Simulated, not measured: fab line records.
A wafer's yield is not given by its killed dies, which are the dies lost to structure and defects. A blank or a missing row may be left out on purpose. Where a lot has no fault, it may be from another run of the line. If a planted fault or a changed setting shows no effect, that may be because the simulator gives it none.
Problem report in the 8D (eight disciplines) form, filled by code || flow n5_finfet || the parts of the form that need people (team, actions taken, sign-off) are left out

## 1. WHAT WENT WRONG
A mean of 193.3 nm is read at N5_WELL_APT_CD_MEAS_08 for cd_nm, taken on 1 wafer of 1 lot, against 200.1 nm (standard deviation 1.6) on wafers free of any fault. Measured from the usual mean, that is -4.2 standard deviations.
The step: target cd 200 nm.
First seen on wafer L939.6, day 4 01:34, on cd_sem-03. At this step, 26 wafers from 9 lots have a number in the record. The rule behind "out" and "out of limits": a value lying over 4 standard deviations away from the usual mean. Any other wafer with a number is counted as sound.

## 2. WHAT IT IS, AND WHAT IT ISN'T
{"question": "which readings at this step", "is": "cd_nm", "is not": "-"}
{"question": "which lots", "is": "L939", "is not": "L929, L931, L936, L942, L945, L950, L951, L952"}
{"question": "which wafers of those lots", "is": "L939.6", "is not": "L939.2"}
{"question": "read on which gauges", "is": "cd_sem-03", "is not": "cd_sem-01, cd_sem-02"}
{"question": "when", "is": "from day 4 01:34", "is not": "up to then (10 sound wafers); but 15 sound wafers of L942, L945, L950, L951, L952 came after"}

## 3. THE SUSPECTS, EACH WITH WHAT RULES IT OUT
Counting: if a tool at a process step up to the reading ran every lot that is out, it stays a suspect. Sound lots after the first of them don't rule it out here, since some wafers of a struck lot are sound.
- the gauge at N5_WELL_APT_CD_MEAS_08: kept. All the wafers that are out were read on cd_sem-03, and no step on other tools shows them out.
- pecvd-03 at N5_ZERO_LAYER_PECVD_02 (deposits SiO2 from SiH4/N2O, target thk 10 nm, time 6 s): kept. It ran the lot that is out, L939 (day 4 00:17); its last sound lot up to then is L936 (day 3 06:17).
- krf_scanner-02 at N5_WELL_APT_EXPOSE_05 (exposes mask NWELL, defocus 0 nm, target cd 200 nm): kept. It ran the lot that is out, L939 (day 4 01:23); its last sound lot up to then is L936 (day 3 07:23).
- Within pecvd-03 at N5_ZERO_LAYER_PECVD_02: the wafers that are out ran in chamber 1; their sound lot-mates ran in chamber 0.
The count leaves pecvd-03 at N5_ZERO_LAYER_PECVD_02, krf_scanner-02 at N5_WELL_APT_EXPOSE_05, and cd_sem-03 at N5_WELL_APT_CD_MEAS_08.

## 4. THE CAUSE (what the simulator had put in)
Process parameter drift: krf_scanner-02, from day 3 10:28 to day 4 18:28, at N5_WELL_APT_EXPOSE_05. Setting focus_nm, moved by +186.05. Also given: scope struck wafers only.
After counting, 3 suspects remain, this tool included.

## 5. THE CHAIN OF EFFECTS, in route order
One row per reading whose mean, taken over the struck wafers that have a number, lies over 3 standard deviations from the usual. Only readings for which the record gives a usual standard deviation are gone through. hours: the time from each lot's start at the first step in this table that gives one to its start at this step, as a median over the lots. sigmas: the change in usual standard deviations.
{"hours": 0, "step": "N5_WELL_APT_CD_MEAS_08", "reading": "cd_nm", "usual": "200.1 nm", "on struck wafers": 193.3, "change": -6.8, "sigmas": -4.2}
Later measuring or inspecting steps at which every struck wafer that the step has a row for has a number for every such reading, and none has moved that far: N5_WELL_APT_CD_MEAS_25, N5_WELL_APT_OVL_MEAS_26.

## 6. HOW IT WOULD HAVE BEEN CAUGHT EARLIER
15 hours passed between the start of the fault at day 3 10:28 and the first reading out of limits at a measuring or inspecting step in this record, taken at day 4 01:34.
Tool readings at N5_WELL_APT_EXPOSE_05 with a usual standard deviation given in the record: none out on any struck wafer, hence no alarm at a limit of 4 standard deviations on them.
By day 4 01:34 the whole set of lots that are out, 1 in number, had already begun N5_WELL_APT_EXPOSE_05 on krf_scanner-02. Holding the tool at that point would not have protected any of them.
